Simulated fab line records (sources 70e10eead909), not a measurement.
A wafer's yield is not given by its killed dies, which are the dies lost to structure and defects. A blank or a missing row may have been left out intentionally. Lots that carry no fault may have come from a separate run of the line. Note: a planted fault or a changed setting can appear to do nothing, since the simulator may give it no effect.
Which tool was responsible?    flow nandHarc    18 wafers from 6 lots sampled at 2 of the route's 1302 steps

WHAT EACH GAUGE READ, for each wafer
NHARC_A_ONON_D1_THK_MEAS_30: measures by ellipsometry.
lot   measured      on            thkNm (nm)
L150  day 8 11:31   filmMetro-02  996 994 996
L154  day 10 06:41  filmMetro-01  985 985 984
L156  day 11 13:59  filmMetro-01  1011 1012 1011
L159  day 12 20:06  filmMetro-02  1000 1000 1001
L161  day 13 04:54  filmMetro-02  1002 1002 1002
L168  day 16 00:40  filmMetro-02  1023 1952 1951

TOOL THAT RAN EACH LOT (tool first, then ch and the chambers of the sampled wafers, then the start)
lot   NHARC_A_ONON_D1_DEP_28
L150  pecvdOnon-03 ch 0, day 8 11:04
L154  pecvdOnon-04 ch 0, day 10 06:10
L156  pecvdOnon-03 ch 0, day 11 13:36
L159  pecvdOnon-02 ch 0, day 12 19:35
L161  pecvdOnon-04 ch 0, day 13 04:30
L168  pecvdOnon-04 ch 0, day 16 00:09
- NHARC_A_ONON_D1_DEP_28: target thk 1000 nm.

THE ANSWER, worked out from the rows above alone
Rule: the usual values come from the lots themselves. The widest of any qualifying gaps counts: lots, ordered by their means at a reading, are off when they make up no more than a third of the lots, leave a main group of 4 or more, and stand apart from it by 3 or more times the standard deviation of that group's means. Not used: any main group whose means are identical at the precision the tables above print for the reading. A lot without any number at a reading at which 4 lots or more have one is off too. Where the step has rows for the other lots, those lots are counted as sound.
Off, at NHARC_A_ONON_D1_THK_MEAS_30 on thkNm: L168. Main group: mean 999 nm, sd 8.7.
A tool fits if, at a process step before that reading, it ran every lot that is off, and no sound lot after the first of them. Those tools and the gauges at NHARC_A_ONON_D1_THK_MEAS_30 are tried in the same way. 2 tools fit, pecvdOnon-04 at NHARC_A_ONON_D1_DEP_28 and filmMetro-02 at NHARC_A_ONON_D1_THK_MEAS_30, so this cannot tell which one it is.

WHAT WAS PUT IN BY THE SIMULATOR
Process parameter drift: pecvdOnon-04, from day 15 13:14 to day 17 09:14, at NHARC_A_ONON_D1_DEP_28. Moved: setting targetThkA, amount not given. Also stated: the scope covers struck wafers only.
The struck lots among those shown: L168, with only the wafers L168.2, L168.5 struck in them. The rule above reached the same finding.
